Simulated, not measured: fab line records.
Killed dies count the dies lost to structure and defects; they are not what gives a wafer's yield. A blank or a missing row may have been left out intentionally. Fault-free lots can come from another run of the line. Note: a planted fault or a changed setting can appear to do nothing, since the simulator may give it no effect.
Chamber matching || flow nand harc || rie diel-13 running NHARC_A_STAIRCASE_ETCHBACK_422: 4 sister chambers
The step etches the open film in CH3F/O2, target depth 40 nm, time 74.286 s. 8 wafers are shown with their chamber, then 9 later ones without.

WAFERS PAIRED WITH THEIR CHAMBERS
{"wafer": "L077.4", "chamber": 3, "showerhead plenum p Torr (Torr)": 2.47, "drypump motor current A (A)": 5.9}
{"wafer": "L085.1", "chamber": 1, "showerhead plenum p Torr (Torr)": 2.51, "drypump motor current A (A)": 6.0}
{"wafer": "L085.2", "chamber": 2, "showerhead plenum p Torr (Torr)": 2.35, "drypump motor current A (A)": 5.8}
{"wafer": "L086.2", "chamber": 2, "showerhead plenum p Torr (Torr)": 2.35, "drypump motor current A (A)": 5.8}
{"wafer": "L086.6", "chamber": 0, "showerhead plenum p Torr (Torr)": 2.52, "drypump motor current A (A)": 5.9}
{"wafer": "L087.3", "chamber": 0, "showerhead plenum p Torr (Torr)": 2.51, "drypump motor current A (A)": 5.9}
{"wafer": "L087.4", "chamber": 1, "showerhead plenum p Torr (Torr)": 2.50, "drypump motor current A (A)": 5.9}
{"wafer": "L087.6", "chamber": 3, "showerhead plenum p Torr (Torr)": 2.45, "drypump motor current A (A)": 5.9}

WAFERS WITHOUT THEIR CHAMBER
{"wafer": "L092.4", "showerhead plenum p Torr (Torr)": 2.50, "drypump motor current A (A)": 6.0}
{"wafer": "L092.5", "showerhead plenum p Torr (Torr)": 2.34, "drypump motor current A (A)": 5.8}
{"wafer": "L092.6", "showerhead plenum p Torr (Torr)": 2.50, "drypump motor current A (A)": 5.9}
{"wafer": "L096.2", "showerhead plenum p Torr (Torr)": 2.50, "drypump motor current A (A)": 5.9}
{"wafer": "L096.4", "showerhead plenum p Torr (Torr)": 2.44, "drypump motor current A (A)": 5.9}
{"wafer": "L096.5", "showerhead plenum p Torr (Torr)": 2.51, "drypump motor current A (A)": 5.9}
{"wafer": "L097.2", "showerhead plenum p Torr (Torr)": 2.51, "drypump motor current A (A)": 5.8}
{"wafer": "L097.4", "showerhead plenum p Torr (Torr)": 2.44, "drypump motor current A (A)": 5.9}
{"wafer": "L097.5", "showerhead plenum p Torr (Torr)": 2.34, "drypump motor current A (A)": 5.8}

WHICH CHAMBER EACH WENT THROUGH
{"wafer": "L092.4", "from the rows above": "can't be placed: 1 or 0", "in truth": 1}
{"wafer": "L092.5", "from the rows above": 2, "in truth": 2}
{"wafer": "L092.6", "from the rows above": "can't be placed: 1 or 0", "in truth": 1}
{"wafer": "L096.2", "from the rows above": "can't be placed: 1 or 0", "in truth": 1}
{"wafer": "L096.4", "from the rows above": 3, "in truth": 3}
{"wafer": "L096.5", "from the rows above": "can't be placed: 0 or 1", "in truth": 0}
{"wafer": "L097.2", "from the rows above": "can't be placed: 0 or 1", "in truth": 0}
{"wafer": "L097.4", "from the rows above": 3, "in truth": 3}
{"wafer": "L097.5", "from the rows above": 2, "in truth": 2}
4 of 9 placed correctly. Unplaceable from these rows: 5, with the true chamber sitting among the candidates in 5. 0 placed wrongly.
How it was worked out, from the rows above alone: a wafer's distance from a chamber is the root of the sum, over the readings, of the square of ((its reading less the chamber's mean) divided by the reading's scatter). If the next closest chamber is less than 2 further off than the closest, the wafer can't be placed; otherwise it belongs to the closest. The mean given for a chamber averages the wafers shown for that chamber. How the scatter is found: for the shown wafers, subtract from each reading the mean of its chamber, square and add these, divide the total by (wafers less chambers), then take the root.
